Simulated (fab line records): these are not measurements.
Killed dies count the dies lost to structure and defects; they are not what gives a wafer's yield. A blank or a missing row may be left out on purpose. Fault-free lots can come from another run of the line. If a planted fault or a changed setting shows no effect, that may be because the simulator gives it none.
Problem report in the 8D (eight disciplines) form, filled by code || flow n5-finfet || the parts of the form that need people (team, actions taken, sign-off) are left out

1. THE ISSUE
At N5_PASSIVATION_PASS_ETCH_74, rf-fwd-power-W averages 661.7 W over 2 wafers from 2 lots, while fault-free wafers read 532.5 W, standard deviation 1.9. That is +68 standard deviations from the usual mean.
The step: etches SiNx in CF4/O2, target depth 220 nm, time 110 s.
Earliest sighting: wafer L842.4 on rie-diel-02 at day 16 13:53. The record holds 16 wafers of 6 lots with a number at this step. Rule for "out" (also "out of limits"): further than 4 standard deviations from the usual mean. The other wafers with a number count as sound.

2. WHAT IT IS, WHAT IT ISN'T
{"question": "which readings at this step", "is": "rf-fwd-power-W, rf-vpp-V", "is not": "drypump-motor-current-A, mfc-ar-sccm, oes-product-au, showerhead-plenum-p-Torr, throttle-valve-pct"}
{"question": "which lots", "is": "L842, L847", "is not": "L829, L840, L848, L849"}
{"question": "which wafers of those lots", "is": "L842.4, L847.4", "is not": "L842.1, L842.5"}
{"question": "read on which tools", "is": "rie-diel-02", "is not": "rie-diel-05"}
{"question": "when", "is": "from day 16 13:53", "is not": "up to then (8 sound wafers); but 6 sound wafers of L848, L849 came after"}

3. THE SUSPECTS, EACH WITH WHAT RULES IT OUT
Counting: any tool at a process step up to the reading remains a suspect provided it ran every lot that is out. Sound lots after the first of them don't rule it out here, since some wafers of a struck lot are sound.
- rie-diel-02 at N5_PASSIVATION_DESCUM_12 (chemistry O2, time 7.9 s): kept. It processed each lot that is out (first: L842, day 16 13:49); up to then, its last sound lot is L840 (day 16 03:26).
- rie-diel-02 at N5_PASSIVATION_PASS_ETCH_74 (etches SiNx in CF4/O2, target depth 220 nm, time 110 s): kept. It processed each lot that is out (first: L842, day 16 13:53); up to then, its last sound lot is L840 (day 16 03:30). Out on those wafers are its own readings of rf-fwd-power-W, rf-vpp-V.
- Within rie-diel-02 at N5_PASSIVATION_DESCUM_12: the wafers that are out ran in chamber 2; their sound lot-mates ran in chambers 0, 1.
- Within rie-diel-02 at N5_PASSIVATION_PASS_ETCH_74: the wafers that are out ran in chamber 2; their sound lot-mates ran in chambers 0, 1.
Left after counting: rie-diel-02 at N5_PASSIVATION_DESCUM_12, rie-diel-02 at N5_PASSIVATION_PASS_ETCH_74.

4. THE CAUSE (what the simulator had put in)
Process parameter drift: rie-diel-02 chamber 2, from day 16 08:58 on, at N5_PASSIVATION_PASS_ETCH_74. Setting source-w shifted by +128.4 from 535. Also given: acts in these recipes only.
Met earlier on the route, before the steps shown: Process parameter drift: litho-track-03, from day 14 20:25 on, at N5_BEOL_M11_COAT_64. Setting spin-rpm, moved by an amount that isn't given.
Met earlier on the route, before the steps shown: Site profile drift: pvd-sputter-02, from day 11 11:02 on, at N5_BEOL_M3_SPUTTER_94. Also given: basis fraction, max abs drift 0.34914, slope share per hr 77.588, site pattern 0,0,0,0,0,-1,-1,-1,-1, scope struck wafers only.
This tool is one of the 2 suspects left after counting.

5. SEQUENCE OF EFFECTS, ordered by route
Each row: a reading where the mean over the struck wafers with a number is more than 3 standard deviations away from the usual. Scope: only readings with a usual standard deviation given in the record; hours: median across lots of the time from each lot's start at the first step in this table that gives one to its start at this step; sigmas: change in usual standard deviations.
{"hours": 0, "step": "N5_PASSIVATION_PASS_ETCH_74", "reading": "oes_f_703_au", "usual": "0.80 a.u.", "on struck wafers": 1.08, "change": "+0.28", "sigmas": "+3.6"}
{"hours": 0, "step": "N5_PASSIVATION_PASS_ETCH_74", "reading": "rf-fwd-power-W", "usual": "532.5 W", "on struck wafers": 661.7, "change": "+129.2", "sigmas": "+68"}
{"hours": 0, "step": "N5_PASSIVATION_PASS_ETCH_74", "reading": "rf-vpp-V", "usual": "240.9 V", "on struck wafers": 216.1, "change": -24.8, "sigmas": -11}
The process steps in it:
- N5_PASSIVATION_PASS_ETCH_74: etches SiNx in CF4/O2, target depth 220 nm, time 110 s.

6. HOW IT WOULD HAVE BEEN CAUGHT EARLIER
In this record the first reading out of limits was taken at day 16 13:53, 5 hours after the fault began at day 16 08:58.
